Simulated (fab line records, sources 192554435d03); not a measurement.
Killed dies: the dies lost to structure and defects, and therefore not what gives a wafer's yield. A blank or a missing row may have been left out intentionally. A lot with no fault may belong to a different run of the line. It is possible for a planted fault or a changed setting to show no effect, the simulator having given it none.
Matching of chambers | flow n5 finfet | rie diel-05 running N5_BEOL_M2_ETCHBACK_99: 4 sister chambers
The step etches SiO2 in CHF3, target depth 5 nm, time 10.4 s. 4 wafers are shown with their chamber, then 10 later ones without.

## WAFERS, EACH WITH ITS CHAMBER
wafer  | chamber | showerhead plenum p Torr (Torr)
L087.6 | 3       | 2.09
L089.5 | 0       | 2.07
L092.1 | 2       | 2.28
L092.4 | 1       | 2.12

## WAFERS WITHOUT THEIR CHAMBER
wafer  | showerhead plenum p Torr (Torr)
L092.6 | 2.09
L094.2 | 2.28
L094.3 | 2.12
L094.6 | 2.12
L095.1 | 2.28
L095.3 | 2.12
L095.5 | 2.08
L097.1 | 2.28
L097.2 | 2.12
L097.4 | 2.06

## WHICH CHAMBER EACH WENT THROUGH
wafer  | from the rows above     | in truth
L092.6 | 3                       | 3
L094.2 | 2                       | 2
L094.3 | 1                       | 1
L094.6 | 1                       | 1
L095.1 | 2                       | 2
L095.3 | 1                       | 1
L095.5 | can't be placed: 3 or 0 | 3
L097.1 | 2                       | 2
L097.2 | 1                       | 1
L097.4 | 0                       | 0
Correctly placed: 9 of 10. Unplaceable from these rows: 1, with the true chamber sitting among the candidates in 1. Number placed wrongly: 0.
How it was worked out, from the rows above alone: a wafer's distance from a chamber is the root of the sum, over the readings, of the square of ((its reading less the chamber's mean) divided by the reading's scatter). The wafer belongs to the nearest chamber; if the next one is less than 2 further off, it can't be placed. For every chamber, the mean is computed from those of its wafers that are shown. The scatter: with one shown wafer a chamber, the root of the mean of the squares of how far each hidden wafer lies from its nearest shown one.
